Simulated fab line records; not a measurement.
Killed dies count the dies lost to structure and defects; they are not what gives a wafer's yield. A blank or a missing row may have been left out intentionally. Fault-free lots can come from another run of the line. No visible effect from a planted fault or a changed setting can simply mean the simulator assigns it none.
2 desks, one fault + flow n5Finfet + each desk has only its own numbers; what lay behind them comes last

== THE TOOL OWNER'S DESK: rieDiel-01 ==
The tool's own readings at N5_BEOL_M2_TRENCH_ETCH_37 (etches SiOC in C4F6/O2, target depth 55.555 nm, time 29.2 s): means of the sampled wafers that have a number, for each lot that ran on this tool. If a lot's mean is further than 4 standard deviations from the usual mean, the lot is out of limits and carries the mark OUT (the distance appears in the brackets).
Columns: A = drypumpMotorCurrentA at N5_BEOL_M2_TRENCH_ETCH_37, usual 5.7 A; B = oesProductAu at N5_BEOL_M2_TRENCH_ETCH_37, usual 0.80 a.u.; C = rfVppV at N5_BEOL_M2_TRENCH_ETCH_37, usual 662 V; D = runLengthS at N5_BEOL_M2_TRENCH_ETCH_37, usual 52.5 s; E = showerheadPlenumPTorr at N5_BEOL_M2_TRENCH_ETCH_37, usual 2.86 Torr; F = throttleValvePct at N5_BEOL_M2_TRENCH_ETCH_37, usual 20.84 %
| lot  | first seen here | A   | B    | C   | D    | E    | F     |
|------|-----------------|-----|------|-----|------|------|-------|
| L713 | day 7 02:10     | 5.2 | 0.94 | 655 | 52.7 | 2.83 | 20.57 |
| L716 | day 7 16:19     | 5.3 | 0.88 | 660 | 52.5 | 2.85 | 20.78 |
| L725 | day 10 01:53    | 5.4 | 0.83 | 659 | 52.4 | 2.83 | 20.69 |
| L727 | day 10 13:12    | 5.5 | 0.77 | 664 | 51.6 | 2.86 | 20.89 |
| L729 | day 10 20:03    | 5.8 | 0.87 | 658 | 51.4 | 2.88 | 20.71 |
| L731 | day 11 16:30    | 5.7 | 0.78 | 660 | 51.2 | 2.85 | 20.77 |
This desk found nothing out of limits on any of the 6 lots.

== METROLOGY DESK ==
Means of the sampled wafers that have a number, per lot and without regard to the tool the lot ran on: this is what the gauges read. If a lot's mean is further than 4 standard deviations from the usual mean, the lot is out of limits and carries the mark OUT (the distance appears in the brackets). Of its 13 readings 7 are shown: those that lie furthest out on some lot.
Columns: A = trenchDepthNm at N5_BEOL_M2_OCD_MEAS_38, usual 55.5 nm; B = cdNm at N5_BEOL_M2_CD_MEAS_35, usual 18.0 nm; C = IOFF_P at N5_BEOL_M4_RC_MEAS_101, usual 0.211 nA/um; D = ION_P at N5_BEOL_M4_RC_MEAS_101, usual 462 uA/um; E = SS_N at N5_BEOL_M4_RC_MEAS_101, usual 71.5 mV/dec; F = VT_N at N5_BEOL_M4_RC_MEAS_101, usual 250.1 mV; G = VT_P at N5_BEOL_M4_RC_MEAS_101, usual -250.1 mV
| lot  | first seen here | A    | B    | C     | D   | E    | F     | G      |
|------|-----------------|------|------|-------|-----|------|-------|--------|
| L713 | day 7 00:08     | 55.9 | 17.4 | 0.207 | 464 | 71.6 | 250.1 | -250.5 |
| L716 | day 7 14:34     | 56.4 | 18.1 | 0.167 | 451 | 71.0 | 250.3 | -255.5 |
| L720 | day 8 17:17     | 55.6 | 18.1 | 0.212 | 460 | 71.2 | 248.8 | -250.8 |
| L724 | day 9 16:58     | 55.9 | 18.0 | 0.242 | 472 | 71.3 | 245.9 | -244.2 |
| L725 | day 9 22:38     | 55.3 | 18.3 | 0.194 | 460 | 71.7 | 250.6 | -251.1 |
| L727 | day 10 11:39    | 54.4 | 17.6 | 0.225 | 467 | 71.6 | 248.2 | -250.1 |
| L729 | day 10 15:34    | 53.3 | 18.2 | 0.221 | 461 | 72.1 | 249.9 | -248.9 |
| L731 | day 11 09:59    | 53.9 | 18.0 | 0.220 | 460 | 71.8 | 249.9 | -249.2 |
| L735 | day 12 07:40    | 54.6 | 17.8 | 0.175 | 457 | 71.6 | 248.1 | -256.7 |
This desk found nothing out of limits on any of the 9 lots.

== TAKEN TOGETHER ==
Nothing out of limits was seen by the tool owner's desk.
The metrology desk saw nothing out of limits.

== WHAT THE SIMULATOR HAD INSERTED ==
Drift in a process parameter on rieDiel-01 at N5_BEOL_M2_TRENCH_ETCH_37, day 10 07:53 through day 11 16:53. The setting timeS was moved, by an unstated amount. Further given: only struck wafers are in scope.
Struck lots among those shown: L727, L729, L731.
